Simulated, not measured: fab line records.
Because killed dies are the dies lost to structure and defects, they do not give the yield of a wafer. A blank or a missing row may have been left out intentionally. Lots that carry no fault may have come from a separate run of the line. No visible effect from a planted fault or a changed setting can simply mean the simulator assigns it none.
fab line records -- flow n5_finfet -- part 1 of 2: steps 1 to 3 of 6
[record] lots = 24, wafers = 72, last_day = 17
route steps=1938 shown BEOL_M14@1749 BEOL_M15@1786
lots with no fault: from the same line, run without faults
start_h: start of the lot's first displayed wafer, in hours after the record's first day -- wait_h: hours since the lot's step before -- " same as the row above -- L1.1+2: several wafers, shown together as one row -- - no value, or no start given -- * or withheld: withheld -- < > ~ a bound
route shown NAME@n: a module of which the file shows steps, and the number in the route of the first -- usual: mean/standard deviation taken from wafers without a fault -- same: alike in all rows -- chamber/n: place in a boat -- sites: readings site by site -- _std_site: the standard deviation of these -- _edge_site: outer sites' mean less inner sites' -- radius_mm: how far each site lies from the wafer's centre -- mask NAME#n: copy n -- behind: the last tool/chamber to shape the wafer -- hold: cause of the lot's hold/its duration in hours/its outcome -- device: the transistor (n, p or np) that didn't switch -- end of line: the tests these same wafers got at the end of their route -- step lacking rows: just its recipe -- killed: dies lost to structure and defects at the first sort, not the wafer's yield -- map: a wafer's dies, marking killed ones x, the rest . and places with no die _
set.NAME: the run value of the setting; set.NAME@STEP: its run value at that earlier step -- model.NAME: the simulator's own value behind a step, which no gauge read
the route's steps for a sample of lots (tables are steps, rows are wafers)
services: the hour from which a tool's chamber was out of use, counted from the record's first day as start_h (under 0 if before that day), plus the number of hours and why
[[steps]]
[step N5_BEOL_M14_DESCUM_33]
[recipe] chemistry = O2, time_s = 7.9, source_power_w = 50, bias_power_w = 20, pressure_mtorr = 20, rf_frequency_hz = 2.712e+07, temp_c = 40, o2_flow_sccm = 225
[usual] bias_power_w = 20.00/0.051, drypump_motor_current_A = 6.0/0.5, oes_product_au = 0.79/0.078, rf_fwd_power_W = 49.39/0.21, rf_vpp_V = 243.3/1.2, showerhead_plenum_p_Torr = 2.10/0.065, throttle_valve_pct = 20.41/0.27
lot.wafer,tool,chamber,start_h,wait_h,bias_power_w,drypump_motor_current_A,oes_product_au,rf_fwd_power_W,rf_hours_counter_h,rf_vpp_V,showerhead_plenum_p_Torr,throttle_valve_pct
L074.3,rie_diel-05,1,231.14,0.0,20.02,6.3,0.92,49.56,18,244.0,2.15,20.15
L074.4,rie_diel-05,0,231.14,0.0,19.99,5.6,0.81,49.48,107,241.6,2.02,20.25
L074.5,rie_diel-05,0,231.14,0.0,19.97,5.6,0.80,49.56,-,242.8,2.02,20.25
L075.2,rie_diel-01,1,249.37,0.2,20.02,6.6,0.83,48.98,83,244.6,2.13,20.83
L075.3,rie_diel-01,2,249.37,0.2,20.03,6.6,0.69,49.26,218,243.1,2.08,20.51
L075.5,rie_diel-01,0,249.37,0.2,20.02,5.4,0.85,49.49,-,245.0,2.11,20.71
L077.2,rie_diel-04,3,250.78,0.1,19.98,5.7,0.69,49.49,224,244.8,2.15,20.22
L077.4,rie_diel-04,1,250.78,0.1,20.10,5.7,0.75,48.96,-,244.4,2.08,20.70
L077.5,rie_diel-04,3,250.78,0.1,19.91,5.7,0.70,49.19,-,243.4,2.15,20.20
L078.3,rie_diel-01,0,251.37,0.0,19.99,5.5,0.85,49.89,77,244.6,2.11,20.73
L078.4,rie_diel-01,3,251.37,0.0,20.02,5.1,0.71,49.14,240,242.3,1.98,20.51
L078.5,rie_diel-01,0,251.37,0.0,20.10,5.5,0.85,49.78,-,242.4,2.11,20.72
L076.2,rie_diel-01,3,251.95,0.1,20.00,5.1,0.70,49.35,241,241.2,1.98,20.50
L076.4,rie_diel-01,1,251.95,0.1,19.90,6.6,0.82,49.07,84,244.6,2.13,20.83
L076.6,rie_diel-01,1,251.95,0.1,19.94,6.6,0.83,49.12,-,241.4,2.13,20.83
L079.1,rie_diel-01,3,267.53,0.0,20.05,5.1,0.70,49.39,245,240.7,1.98,20.51
L079.2,rie_diel-01,2,267.53,0.0,19.96,6.6,0.69,49.41,225,243.6,2.08,20.52
L079.6,rie_diel-01,0,267.53,0.0,19.99,5.5,0.84,49.70,-,243.5,2.11,20.73
L080.1,rie_diel-01,2,278.78,0.1,19.93,6.6,0.68,49.33,229,243.1,2.07,20.54
L080.2,rie_diel-01,1,278.78,0.1,20.00,6.6,0.82,49.01,94,243.6,2.12,20.84
L080.5,rie_diel-01,0,278.78,0.1,20.03,5.4,0.83,49.19,-,244.7,2.11,20.73
L082.1,rie_diel-05,1,278.97,0.1,19.98,6.3,0.89,49.63,35,244.8,2.14,20.17
L082.3,rie_diel-05,2,278.97,0.1,20.05,6.6,0.73,49.35,189,243.3,2.08,20.48
L082.6,rie_diel-05,0,278.97,0.1,19.95,5.6,0.79,49.49,-,240.7,2.01,20.26
L081.2,rie_diel-05,1,284.32,0.0,19.96,6.3,0.88,49.52,37,243.2,2.14,20.17
L081.3,rie_diel-05,3,284.32,0.0,19.97,5.5,0.74,49.69,167,243.8,2.18,20.62
L081.4,rie_diel-05,2,284.32,0.0,20.05,6.6,0.74,49.23,191,243.2,2.08,20.47
L083.2,rie_diel-01,2,288.55,0.0,19.96,6.6,0.69,49.31,233,242.2,2.07,20.52
L083.3,rie_diel-01,1,288.55,0.0,20.05,6.6,0.82,49.00,97,243.7,2.12,20.82
L083.6,rie_diel-01,1,288.55,0.0,20.07,6.6,0.82,48.95,-,242.9,2.12,20.82
L085.1,rie_diel-05,3,305.09,0.4,19.96,5.5,0.74,49.65,174,245.0,2.18,20.64
L085.4,rie_diel-05,2,305.09,0.4,20.05,6.6,0.73,49.39,197,244.2,2.08,20.48
L085.5,rie_diel-05,2,305.09,0.4,20.06,6.6,0.72,49.34,-,243.1,2.08,20.48
L084.2,rie_diel-04,3,308.14,0.0,20.09,5.6,0.68,49.21,246,243.7,2.15,20.26
L084.3,rie_diel-04,2,308.14,0.0,19.90,5.8,0.85,49.35,43,243.0,2.13,19.98
L084.6,rie_diel-04,0,308.14,0.0,20.06,6.6,0.93,49.43,-,246.0,2.23,19.92
L087.3,rie_diel-04,2,312.90,0.0,19.95,5.7,0.85,49.39,46,243.0,2.13,19.98
L087.4,rie_diel-04,1,312.90,0.0,20.03,5.7,0.73,49.50,184,242.5,2.07,20.72
L087.6,rie_diel-04,3,312.90,0.0,20.02,5.7,0.68,49.46,-,243.0,2.15,20.25
L086.4,rie_diel-04,0,325.14,0.2,19.99,6.6,0.93,49.41,-,245.9,2.23,19.92
L086.5,rie_diel-04,2,325.14,0.2,19.93,5.7,0.84,49.31,-,242.5,2.13,19.98
L086.6,rie_diel-04,1,325.14,0.2,19.85,5.7,0.73,49.02,-,243.6,2.07,20.72
L089.1,rie_diel-05,2,325.60,0.4,20.07,6.5,0.72,49.68,205,243.3,2.07,20.48
L089.2,rie_diel-05,0,325.60,0.4,20.01,5.6,0.78,49.28,136,242.1,2.01,20.29
L089.4,rie_diel-05,3,325.60,0.4,19.99,5.5,0.73,49.82,181,243.6,2.18,20.66
L090.2,rie_diel-05,0,327.14,0.0,19.96,5.6,0.78,49.47,137,242.1,2.01,20.30
L090.3,rie_diel-05,3,327.14,0.0,19.98,5.6,0.73,49.63,182,243.3,2.18,20.64
L090.5,rie_diel-05,1,327.14,0.0,19.97,6.3,0.86,49.48,-,245.1,2.13,20.19
L088.1,rie_diel-04,2,327.50,0.0,20.06,5.8,0.83,49.16,50,244.2,2.13,19.99
L088.4,rie_diel-04,2,327.50,0.0,20.09,5.8,0.83,49.38,-,243.9,2.13,19.99
L088.6,rie_diel-04,1,327.50,0.0,19.93,5.7,0.72,49.05,-,243.7,2.07,20.72
L091.1,rie_diel-05,2,342.60,0.0,19.98,6.6,0.72,49.45,211,243.1,2.07,20.50
L091.3,rie_diel-05,3,342.60,0.0,20.03,5.5,0.72,49.34,187,244.4,2.18,20.65
L091.6,rie_diel-05,0,342.60,0.0,20.01,5.6,0.78,49.48,-,241.2,2.00,20.30
L092.3,rie_diel-05,3,346.23,0.0,19.94,5.6,0.72,49.65,189,243.7,2.18,20.66
L092.5,rie_diel-05,2,346.23,0.0,20.00,6.6,0.71,49.27,-,243.2,2.07,20.49
L092.6,rie_diel-05,3,346.23,0.0,20.00,5.6,0.73,49.65,-,245.2,2.18,20.64
L094.1,rie_diel-05,2,354.21,0.2,19.93,6.6,0.72,49.35,215,243.1,2.07,20.50
L094.5,rie_diel-05,1,354.21,0.2,19.96,6.3,0.86,49.73,-,243.9,2.13,20.19
L094.6,rie_diel-05,2,354.21,0.2,20.02,6.6,0.71,49.28,-,242.7,2.07,20.50
L093.2,rie_diel-01,1,359.83,0.1,20.02,6.6,0.80,49.32,123,243.2,2.11,20.88
L093.4,rie_diel-01,2,359.83,0.1,20.01,6.6,0.97,49.55,3,240.8,2.07,20.15
L093.6,rie_diel-01,3,359.83,0.1,19.99,5.1,0.92,49.16,-,244.8,2.23,20.16
L095.2,rie_diel-05,3,363.95,0.0,20.07,5.5,0.73,49.47,194,245.3,2.18,20.66
L095.4,rie_diel-05,2,363.95,0.0,20.01,6.6,0.72,49.27,218,241.5,2.07,20.52
L095.6,rie_diel-05,1,363.95,0.0,19.99,6.2,0.85,49.73,-,245.0,2.13,20.23
L096.1,rie_diel-04,3,365.15,0.0,19.99,5.7,0.94,49.53,11,244.1,2.14,19.91
L096.2,rie_diel-04,2,365.15,0.0,19.94,5.8,0.82,49.68,65,244.2,2.12,20.01
L096.6,rie_diel-04,2,365.15,0.0,19.90,5.7,0.82,49.33,-,243.4,2.12,20.02
L097.2,rie_diel-05,2,385.04,0.4,20.04,6.6,0.71,49.30,226,244.0,2.07,20.52
L097.3,rie_diel-05,1,385.04,0.4,19.97,6.2,0.82,49.41,73,244.8,2.13,20.24
L097.5,rie_diel-05,2,385.04,0.4,20.01,6.6,0.70,49.26,-,243.4,2.07,20.51
[step N5_BEOL_M14_RS_MEAS_54]
[recipe] thk_meas_gauge = four-point-probe, reads = Cu_of_BEOL_M14_ECD_47+Ta_of_BEOL_M14_SPUTTER_44+TaN_of_BEOL_M14_SPUTTER_43
[usual] M14_RS = 0.0335/0.0005
lot.wafer,tool,chamber,start_h,wait_h,M14_RS[ohm/sq]
L074.3,film_metro-01,-,234.09,0.1,0.0336
L074.4,film_metro-01,-,234.09,0.1,0.0343
L074.5,film_metro-01,-,234.09,0.1,0.0345
L075.2,film_metro-01,-,254.06,0.1,0.0338
L075.3,film_metro-01,-,254.06,0.1,0.0342
L075.5,film_metro-01,-,254.06,0.1,0.0331
L078.3,film_metro-01,-,254.29,0.1,0.0332
L078.4,film_metro-01,-,254.29,0.1,0.0333
L078.5,film_metro-01,-,254.29,0.1,0.0334
L077.2,film_metro-02,-,254.46,0.1,0.0340
L077.4,film_metro-02,-,254.46,0.1,0.0331
L077.5,film_metro-02,-,254.46,0.1,0.0339
L076.2,film_metro-02,-,254.72,0.1,0.0339
L076.4,film_metro-02,-,254.72,0.1,0.0336
L076.6,film_metro-02,-,254.72,0.1,0.0336
L079.1,film_metro-01,-,269.90,0.0,0.0331
L079.2,film_metro-01,-,269.90,0.0,0.0336
L079.6,film_metro-01,-,269.90,0.0,0.0327
L080.1,film_metro-01,-,283.98,0.0,0.0341
L080.2,film_metro-01,-,283.98,0.0,0.0329
L080.5,film_metro-01,-,283.98,0.0,0.0330
L082.1,film_metro-02,-,284.14,0.0,0.0334
L082.3,film_metro-02,-,284.14,0.0,0.0334
L082.6,film_metro-02,-,284.14,0.0,0.0342
L081.2,film_metro-01,-,288.09,0.1,0.0336
L081.3,film_metro-01,-,288.09,0.1,0.0332
L081.4,film_metro-01,-,288.09,0.1,0.0334
L083.2,film_metro-01,-,291.87,0.1,0.0341
L083.3,film_metro-01,-,291.87,0.1,0.0335
L083.6,film_metro-01,-,291.87,0.1,0.0335
L085.1,film_metro-01,-,308.43,0.0,0.0340
L085.4,film_metro-01,-,308.43,0.0,0.0342
L085.5,film_metro-01,-,308.43,0.0,0.0344
L084.2,film_metro-01,-,310.55,0.1,0.0338
L084.3,film_metro-01,-,310.55,0.1,0.0329
L084.6,film_metro-01,-,310.55,0.1,0.0328
L087.3,film_metro-02,-,315.79,0.1,0.0330
L087.4,film_metro-02,-,315.79,0.1,0.0329
L087.6,film_metro-02,-,315.79,0.1,0.0340
L086.4,film_metro-01,-,329.83,0.0,0.0326
L086.5,film_metro-01,-,329.83,0.0,0.0327
L086.6,film_metro-01,-,329.83,0.0,0.0328
L089.1,film_metro-02,-,330.51,0.0,0.0341
L089.2,film_metro-02,-,330.51,0.0,0.0345
L089.4,film_metro-02,-,330.51,0.0,0.0336
L090.2,film_metro-02,-,331.34,0.1,0.0341
L090.3,film_metro-02,-,331.34,0.1,0.0338
L090.5,film_metro-02,-,331.34,0.1,0.0336
L088.1,film_metro-01,-,332.49,0.0,0.0327
L088.4,film_metro-01,-,332.49,0.0,0.0328
L088.6,film_metro-01,-,332.49,0.0,0.0327
L091.1,film_metro-02,-,346.96,0.0,0.0338
L091.3,film_metro-02,-,346.96,0.0,0.0335
L091.6,film_metro-02,-,346.96,0.0,0.0345
L092.3,film_metro-02,-,352.74,0.1,0.0333
L092.5,film_metro-02,-,352.74,0.1,0.0338
L092.6,film_metro-02,-,352.74,0.1,0.0335
L094.1,film_metro-01,-,357.34,0.1,0.0336
L094.5,film_metro-01,-,357.34,0.1,0.0337
L094.6,film_metro-01,-,357.34,0.1,0.0335
L093.2,film_metro-01,-,363.71,0.1,0.0335
L093.4,film_metro-01,-,363.71,0.1,0.0329
L093.6,film_metro-01,-,363.71,0.1,0.0330
L095.2,film_metro-01,-,370.29,0.1,0.0340
L095.4,film_metro-01,-,370.29,0.1,0.0340
L095.6,film_metro-01,-,370.29,0.1,0.0341
L096.1,film_metro-01,-,371.17,0.1,0.0329
L096.2,film_metro-01,-,371.17,0.1,0.0333
L096.6,film_metro-01,-,371.17,0.1,0.0334
L097.2,film_metro-02,-,387.32,0.1,0.0341
L097.3,film_metro-02,-,387.32,0.1,0.0338
L097.5,film_metro-02,-,387.32,0.1,0.0340
[step N5_BEOL_M15_DESCUM_15]
[recipe] chemistry = O2, time_s = 7.9, source_power_w = 50, bias_power_w = 20, pressure_mtorr = 20, rf_frequency_hz = 2.712e+07, temp_c = 40, o2_flow_sccm = 225
[usual] bias_power_w = 19.99/0.057, drypump_motor_current_A = 5.9/0.42, oes_product_au = 0.80/0.077, rf_fwd_power_W = 49.34/0.22, rf_vpp_V = 243.5/1.5, showerhead_plenum_p_Torr = 2.11/0.078, throttle_valve_pct = 20.38/0.2
lot.wafer,tool,chamber,start_h,wait_h,bias_power_w,drypump_motor_current_A,oes_product_au,rf_fwd_power_W,rf_hours_counter_h,rf_vpp_V,showerhead_plenum_p_Torr,throttle_valve_pct
L074.3,rie_diel-02,1,235.14,0.1,19.91,6.2,0.74,49.35,170,244.5,2.17,20.13
L074.4,rie_diel-02,2,235.14,0.1,20.07,6.2,0.73,49.48,205,239.9,1.98,20.76
L074.5,rie_diel-02,3,235.14,0.1,19.92,5.5,0.91,49.80,-,246.0,2.23,20.33
L075.2,rie_diel-06,2,254.77,0.0,20.04,5.2,0.85,49.44,62,245.1,2.13,20.43
L075.3,rie_diel-06,3,254.77,0.0,20.01,5.8,0.82,49.37,106,245.9,2.20,20.21
L075.5,rie_diel-06,2,254.77,0.0,20.09,5.2,0.86,49.10,-,242.9,2.13,20.41
L078.3,rie_diel-03,0,255.12,0.0,19.95,6.6,0.85,49.15,46,242.2,2.04,20.34
L078.4,rie_diel-03,1,255.12,0.0,19.99,5.9,0.71,49.35,190,244.2,2.17,20.69
L078.5,rie_diel-03,0,255.12,0.0,20.02,6.6,0.85,49.25,-,243.4,2.04,20.34
L077.2,rie_diel-06,3,255.29,0.0,19.96,5.8,0.80,49.19,106,245.2,2.20,20.20
L077.4,rie_diel-06,0,255.29,0.0,20.02,6.0,0.99,49.61,3,243.1,2.06,20.25
L077.5,rie_diel-06,1,255.29,0.0,19.95,6.2,0.89,49.62,-,243.6,2.13,20.13
L076.2,rie_diel-03,3,255.64,0.1,19.90,5.3,0.90,49.26,17,242.0,2.05,20.40
L076.4,rie_diel-03,1,255.64,0.1,19.98,5.9,0.72,49.57,190,245.2,2.17,20.68
L076.6,rie_diel-03,0,255.64,0.1,20.00,6.6,0.85,49.42,-,241.7,2.04,20.35
L079.1,rie_diel-03,2,270.93,0.2,19.96,5.3,0.74,49.24,173,243.3,2.00,20.55
L079.2,rie_diel-03,0,270.93,0.2,19.90,6.7,0.85,49.10,50,242.7,2.04,20.35
L079.6,rie_diel-03,1,270.93,0.2,19.93,6.0,0.73,49.24,-,245.2,2.17,20.68
L080.1,rie_diel-03,2,284.82,0.0,19.92,5.3,0.73,49.18,178,242.4,2.00,20.57
L080.2,rie_diel-03,3,284.82,0.0,19.97,5.4,0.89,49.21,25,242.0,2.04,20.42
L080.5,rie_diel-03,0,284.82,0.0,20.10,6.6,0.84,49.31,-,242.8,2.04,20.37
L082.1,rie_diel-06,2,285.01,0.2,19.99,5.2,0.84,48.91,72,243.8,2.12,20.43
L082.3,rie_diel-06,3,285.01,0.2,20.00,5.8,0.80,49.18,113,245.2,2.20,20.22
L082.6,rie_diel-06,1,285.01,0.2,20.06,6.1,0.87,49.70,-,244.1,2.13,20.13
L081.2,rie_diel-06,1,288.91,0.1,20.06,6.2,0.87,49.48,48,244.5,2.13,20.15
L081.3,rie_diel-06,2,288.91,0.1,19.88,5.3,0.83,48.92,74,245.2,2.12,20.44
L081.4,rie_diel-06,0,288.91,0.1,19.98,5.9,0.96,49.54,11,243.6,2.06,20.27
L083.2,rie_diel-03,0,292.70,0.0,19.92,6.6,0.83,49.32,57,241.7,2.04,20.37
L083.3,rie_diel-03,2,292.70,0.0,20.00,5.3,0.73,49.27,180,243.1,2.00,20.57
L083.6,rie_diel-03,0,292.70,0.0,19.98,6.7,0.84,49.29,-,243.0,2.04,20.36
L085.1,rie_diel-02,2,309.26,0.0,20.07,6.2,0.71,49.30,227,241.0,1.98,20.79
L085.4,rie_diel-02,0,309.26,0.0,19.97,6.0,0.78,49.32,111,245.4,2.20,20.17
L085.5,rie_diel-02,1,309.26,0.0,19.98,6.2,0.71,49.42,-,244.2,2.17,20.15
L084.2,rie_diel-02,3,311.25,0.0,20.01,5.6,0.87,49.45,52,244.2,2.22,20.36
L084.3,rie_diel-02,0,311.25,0.0,19.99,6.1,0.79,49.18,112,245.6,2.20,20.18
L084.6,rie_diel-02,3,311.25,0.0,19.91,5.6,0.86,49.54,-,245.7,2.22,20.37
L087.3,rie_diel-03,1,316.58,0.1,19.86,6.0,0.71,49.28,208,244.5,2.16,20.70
L087.4,rie_diel-03,3,316.58,0.1,19.99,5.3,0.86,49.29,35,242.9,2.04,20.45
L087.6,rie_diel-03,2,316.58,0.1,19.97,5.3,0.72,49.00,-,242.6,2.00,20.58
L086.4,rie_diel-02,3,330.53,0.0,19.98,5.6,0.85,49.44,58,245.6,2.22,20.36
L086.5,rie_diel-02,2,330.53,0.0,20.00,6.2,0.71,49.38,-,241.1,1.97,20.83
L086.6,rie_diel-02,1,330.53,0.0,20.02,6.2,0.71,49.24,-,244.5,2.16,20.16
L089.1,rie_diel-06,3,332.21,1.0,20.05,5.9,0.79,49.09,129,243.8,2.19,20.24
L089.2,rie_diel-06,0,332.21,1.0,20.00,5.9,0.92,49.26,26,242.7,2.05,20.30
L089.4,rie_diel-06,3,332.21,1.0,20.06,5.8,0.78,49.05,-,245.1,2.19,20.24
L090.2,rie_diel-02,1,332.23,0.1,20.08,6.2,0.70,49.60,201,243.3,2.16,20.18
L090.3,rie_diel-02,0,332.23,0.1,19.94,6.0,0.78,49.64,119,244.7,2.19,20.19
L090.5,rie_diel-02,3,332.23,0.1,19.94,5.6,0.85,49.75,-,246.6,2.22,20.37
L088.1,rie_diel-02,1,334.01,0.7,19.93,6.2,0.70,49.32,202,243.4,2.16,20.19
L088.4,rie_diel-02,3,334.01,0.7,20.02,5.6,0.86,49.42,60,246.5,2.22,20.37
L088.6,rie_diel-02,1,334.01,0.7,19.97,6.2,0.70,49.37,-,245.2,2.16,20.18
L091.1,rie_diel-03,2,347.78,0.0,20.00,5.3,0.71,48.94,192,242.1,2.00,20.58
L091.3,rie_diel-03,0,347.78,0.0,20.01,6.7,0.82,49.14,72,241.5,2.03,20.38
L091.6,rie_diel-03,0,347.78,0.0,20.08,6.7,0.82,49.18,-,242.4,2.03,20.39
L092.3,rie_diel-02,0,353.57,0.0,20.00,6.0,0.77,49.61,126,246.0,2.19,20.20
L092.5,rie_diel-02,0,353.57,0.0,20.01,6.1,0.78,49.69,-,245.7,2.19,20.19
L092.6,rie_diel-02,1,353.57,0.0,19.91,6.2,0.70,49.45,-,243.4,2.16,20.18
L094.1,rie_diel-06,2,358.17,0.0,19.97,5.2,0.82,48.97,91,241.9,2.12,20.47
L094.5,rie_diel-06,1,358.17,0.0,19.96,6.1,0.83,49.50,-,244.3,2.12,20.20
L094.6,rie_diel-06,2,358.17,0.0,20.06,5.2,0.83,49.20,-,244.1,2.12,20.46
L093.2,rie_diel-06,1,364.65,0.0,20.01,6.2,0.83,49.53,75,243.7,2.12,20.19
L093.4,rie_diel-06,1,364.65,0.0,20.06,6.2,0.84,49.56,-,243.1,2.12,20.17
L093.6,rie_diel-06,2,364.65,0.0,19.97,5.2,0.82,49.00,-,242.8,2.12,20.46
L095.2,rie_diel-06,0,371.00,0.0,20.04,5.9,0.88,49.47,41,243.1,2.04,20.31
L095.4,rie_diel-06,3,371.00,0.0,19.93,5.8,0.77,49.03,140,245.1,2.19,20.23
L095.6,rie_diel-06,3,371.00,0.0,19.97,5.8,0.77,49.26,-,244.6,2.19,20.25
L096.1,rie_diel-03,0,371.87,0.0,19.97,6.7,0.81,48.81,78,241.0,2.03,20.39
L096.2,rie_diel-03,1,371.87,0.0,19.92,5.9,0.69,49.21,220,243.2,2.16,20.75
L096.6,rie_diel-03,1,371.87,0.0,19.99,6.0,0.69,49.19,-,244.3,2.16,20.72
L097.2,rie_diel-02,1,389.53,0.1,19.94,6.2,0.69,49.29,220,246.1,2.16,20.20
L097.3,rie_diel-02,0,389.53,0.1,20.01,6.0,0.76,49.55,135,244.8,2.19,20.20
L097.5,rie_diel-02,0,389.53,0.1,20.01,6.0,0.76,49.57,-,245.1,2.19,20.19
